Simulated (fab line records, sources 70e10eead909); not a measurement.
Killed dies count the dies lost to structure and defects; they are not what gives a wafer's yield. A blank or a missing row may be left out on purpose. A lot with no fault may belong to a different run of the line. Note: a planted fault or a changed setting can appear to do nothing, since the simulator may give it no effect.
Matching of chambers :: flow nandHarc :: rieDiel-13 running NHARC_A_STAIRCASE_TRIM_12: 4 sister chambers
The step chemistry O2, time 211.2 s. 4 wafers are shown with their chamber, then 8 later ones without.

== WAFERS WITH THEIR CHAMBER ==
wafer: L085.6
chamber: 3
showerheadPlenumPTorr (Torr): 3.72

wafer: L087.3
chamber: 0
showerheadPlenumPTorr (Torr): 3.51

wafer: L087.6
chamber: 2
showerheadPlenumPTorr (Torr): 3.64

wafer: L094.1
chamber: 1
showerheadPlenumPTorr (Torr): 3.31

== WAFERS WHOSE CHAMBER IS MISSING ==
wafer: L094.3
showerheadPlenumPTorr (Torr): 3.63

wafer: L094.5
showerheadPlenumPTorr (Torr): 3.70

wafer: L094.2
showerheadPlenumPTorr (Torr): 3.50

wafer: L094.4
showerheadPlenumPTorr (Torr): 3.70

wafer: L094.6
showerheadPlenumPTorr (Torr): 3.63

wafer: L097.2
showerheadPlenumPTorr (Torr): 3.30

wafer: L097.4
showerheadPlenumPTorr (Torr): 3.49

wafer: L097.6
showerheadPlenumPTorr (Torr): 3.62

== WHICH CHAMBER EACH WENT THROUGH ==
wafer: L094.3
from the rows above: 2
in truth: 2

wafer: L094.5
from the rows above: 3
in truth: 3

wafer: L094.2
from the rows above: 0
in truth: 0

wafer: L094.4
from the rows above: 3
in truth: 3

wafer: L094.6
from the rows above: 2
in truth: 2

wafer: L097.2
from the rows above: 1
in truth: 1

wafer: L097.4
from the rows above: 0
in truth: 0

wafer: L097.6
from the rows above: 2
in truth: 2
8 of 8 placed correctly. Left unplaced by these rows: 0. Number placed wrongly: 0.
How it was worked out, from the rows above alone: a wafer's distance from a chamber is the root of the sum, over the readings, of the square of ((its reading less the chamber's mean) divided by the reading's scatter). If the next closest chamber is less than 2 further off than the closest, the wafer can't be placed; otherwise it belongs to the closest. The mean given for a chamber averages the wafers shown for that chamber. The scatter: root of mean squared gap, hidden wafer to nearest shown wafer, with one shown wafer a chamber.
